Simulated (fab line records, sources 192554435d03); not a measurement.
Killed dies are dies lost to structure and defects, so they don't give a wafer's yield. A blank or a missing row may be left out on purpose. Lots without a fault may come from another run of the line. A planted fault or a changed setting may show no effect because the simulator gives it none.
Chamber matching | flow n5_finfet | N5_BEOL_M1_ILD_DEP_00 on pecvd-04: 3 sister chambers
The step deposits SiOC from DEMS/O2, target thk 79 nm, time 15.3 s. 3 wafers are shown with their chamber, then 12 later ones without.

WAFERS WITH THEIR CHAMBER
wafer  | chamber | throttle_valve_pct (%)
L089.1 | 0       | 12.5
L088.1 | 2       | 11.9
L088.5 | 1       | 13.2

WAFERS WITHOUT THEIR CHAMBER
wafer  | throttle_valve_pct (%)
L091.3 | 13.1
L091.5 | 12.3
L091.6 | 12.2
L092.2 | 12.0
L092.5 | 12.3
L092.6 | 13.1
L093.1 | 12.1
L093.4 | 12.1
L093.5 | 12.5
L096.1 | 13.2
L096.3 | 13.1
L096.5 | 13.2

WHICH CHAMBER EACH WENT THROUGH
wafer  | from the rows above     | in truth
L091.3 | 1                       | 1
L091.5 | can't be placed: 0 or 2 | 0
L091.6 | can't be placed: 2 or 0 | 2
L092.2 | 2                       | 2
L092.5 | can't be placed: 0 or 2 | 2
L092.6 | 1                       | 1
L093.1 | can't be placed: 2 or 0 | 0
L093.4 | can't be placed: 2 or 0 | 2
L093.5 | 0                       | 0
L096.1 | 1                       | 1
L096.3 | 1                       | 1
L096.5 | 1                       | 1
Placed correctly: 7 of 12. Can't be placed from these rows: 5 (the true chamber is among the candidates in 5). Placed wrongly: 0.
How it was worked out, from the rows above alone: a wafer's distance from a chamber is the root of the sum, over the readings, of the square of ((its reading less the chamber's mean) divided by the reading's scatter). The wafer belongs to the nearest chamber; if the next one is less than 2 further off, it can't be placed. A chamber's mean is the mean of its shown wafers. The scatter: with one shown wafer a chamber, the root of the mean of the squares of how far each hidden wafer lies from its nearest shown one.
